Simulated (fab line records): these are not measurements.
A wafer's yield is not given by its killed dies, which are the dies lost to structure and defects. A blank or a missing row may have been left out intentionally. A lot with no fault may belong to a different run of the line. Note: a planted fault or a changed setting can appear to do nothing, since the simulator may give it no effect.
Split-lot experiment :: flow n5 finfet :: 21 wafers read across 7 lots, on a route 1938 steps long

## ON THE SPLIT
At N5_PASSIVATION_ETCH_59 (etches TaN in Cl2/BCl3, target depth 65 nm, time 34.9 s), the setting time s was moved away from the recipe's 34.9 s on 6 of the 21 wafers read, by -20.7% to +10.3%. All remaining wafers had this setting at the recipe value.

Reading taken at the split's own step.

## THE READING
etch.depth nm (the simulator's own value, which no gauge read), in nm, at N5_PASSIVATION_ETCH_59 (etches TaN in Cl2/BCl3, target depth 65 nm, time 34.9 s). The file does not state a usual value for it. Across the 15 wafers here that went through the recipe, the average is 65.48 nm and the standard deviation 1.7 nm.

wafer: L074.1
tool, chamber at the split: rie metal-01, 0
time s as run, s: 34.9
against the recipe: recipe
etch.depth nm, nm: 66.96
against lot-mates on the recipe: -

wafer: L074.2
tool, chamber at the split: rie metal-01, 1
time s as run, s: 27.69
against the recipe: -20.7%
etch.depth nm, nm: 52.2
against lot-mates on the recipe: -14.69

wafer: L074.5
tool, chamber at the split: rie metal-01, 0
time s as run, s: 34.9
against the recipe: recipe
etch.depth nm, nm: 66.82
against lot-mates on the recipe: -

wafer: L075.1
tool, chamber at the split: rie metal-03, 1
time s as run, s: 34.9
against the recipe: recipe
etch.depth nm, nm: 63.93
against lot-mates on the recipe: -

wafer: L075.2
tool, chamber at the split: rie metal-03, 0
time s as run, s: 34.9
against the recipe: recipe
etch.depth nm, nm: 61.81
against lot-mates on the recipe: -

wafer: L075.6
tool, chamber at the split: rie metal-03, 1
time s as run, s: 29.55
against the recipe: -15.3%
etch.depth nm, nm: 54.38
against lot-mates on the recipe: -8.49

wafer: L079.4
tool, chamber at the split: rie metal-01, 0
time s as run, s: 34.9
against the recipe: recipe
etch.depth nm, nm: 66.98
against lot-mates on the recipe: -

wafer: L079.5
tool, chamber at the split: rie metal-01, 1
time s as run, s: 34.9
against the recipe: recipe
etch.depth nm, nm: 65.53
against lot-mates on the recipe: -

wafer: L079.6
tool, chamber at the split: rie metal-01, 0
time s as run, s: 34.9
against the recipe: recipe
etch.depth nm, nm: 66.47
against lot-mates on the recipe: -

wafer: L080.1
tool, chamber at the split: rie metal-02, 0
time s as run, s: 34.9
against the recipe: recipe
etch.depth nm, nm: 66.42
against lot-mates on the recipe: -

wafer: L080.4
tool, chamber at the split: rie metal-02, 0
time s as run, s: 34.9
against the recipe: recipe
etch.depth nm, nm: 66.03
against lot-mates on the recipe: -

wafer: L080.5
tool, chamber at the split: rie metal-02, 1
time s as run, s: 34.9
against the recipe: recipe
etch.depth nm, nm: 66.18
against lot-mates on the recipe: -

wafer: L085.1
tool, chamber at the split: rie metal-02, 0
time s as run, s: 28.7
against the recipe: -17.8%
etch.depth nm, nm: 54.82
against lot-mates on the recipe: -11.41

wafer: L085.3
tool, chamber at the split: rie metal-02, 0
time s as run, s: 34.9
against the recipe: recipe
etch.depth nm, nm: 66.23
against lot-mates on the recipe: -

wafer: L085.6
tool, chamber at the split: rie metal-02, 0
time s as run, s: 28.7
against the recipe: -17.8%
etch.depth nm, nm: 55.17
against lot-mates on the recipe: -11.06

wafer: L087.1
tool, chamber at the split: rie metal-01, 1
time s as run, s: 34.9
against the recipe: recipe
etch.depth nm, nm: 66.59
against lot-mates on the recipe: -

wafer: L087.3
tool, chamber at the split: rie metal-01, 0
time s as run, s: 38.5
against the recipe: +10.3%
etch.depth nm, nm: 73.83
against lot-mates on the recipe: +7.24

wafer: L087.5
tool, chamber at the split: rie metal-01, 1
time s as run, s: 38.5
against the recipe: +10.3%
etch.depth nm, nm: 73.34
against lot-mates on the recipe: +6.75

wafer: L096.1
tool, chamber at the split: rie metal-03, 1
time s as run, s: 34.9
against the recipe: recipe
etch.depth nm, nm: 65.09
against lot-mates on the recipe: -

wafer: L096.3
tool, chamber at the split: rie metal-03, 1
time s as run, s: 34.9
against the recipe: recipe
etch.depth nm, nm: 65.6
against lot-mates on the recipe: -

wafer: L096.4
tool, chamber at the split: rie metal-03, 0
time s as run, s: 34.9
against the recipe: recipe
etch.depth nm, nm: 61.51
against lot-mates on the recipe: -

THE FIT
A straight line over all 21 wafers: etch.depth nm changes by +0.661 nm for each +1% of time s; r = +0.96; the points scatter about the line by 1.6 nm.
The same after taking each lot's own level away (the mean of its wafers on the recipe; 21 wafers): +0.651 nm for each +1%; r = +0.99; scatter 0.96 nm.
On that fit, the largest move of time s shifts the reading by 13 nm.
The lots' own levels span 62.870 to 66.890 nm, that is 2.4 times the standard deviation above.
The two slopes are in agreement: the lot-to-lot level therefore moves the slope only a little.
Check: -12.9 nm against its lot-mates is what the line predicts for one of the wafers moved furthest among these (-20.7%) when that wafer is left out of the fit. Against them it came out at -14.7 nm.

## FURTHER SPLITS ON THESE WAFERS
Before the reading, these wafers also passed through other splits. Each is held against what the fit with the lots' levels taken away leaves over:
other split on the same wafers: N5_BEOL_M12_SPUTTER_44 power w
wafers away from the commonest value: 9
r with etch.depth nm (lot level and that fit taken away): +0.06

other split on the same wafers: N5_BEOL_M13_COAT_58 spin rpm
wafers away from the commonest value: 8
r with etch.depth nm (lot level and that fit taken away): -0.07

other split on the same wafers: N5_BEOL_M14_SPUTTER_43 power w
wafers away from the commonest value: 5
r with etch.depth nm (lot level and that fit taken away): +0.31

other split on the same wafers: N5_BEOL_M15_SPUTTER_43 time s
wafers away from the commonest value: 5
r with etch.depth nm (lot level and that fit taken away): +0.23

## FILE'S OWN FIT
etch.depth nm changes by +0.651 nm for each +1% of time s, r = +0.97.
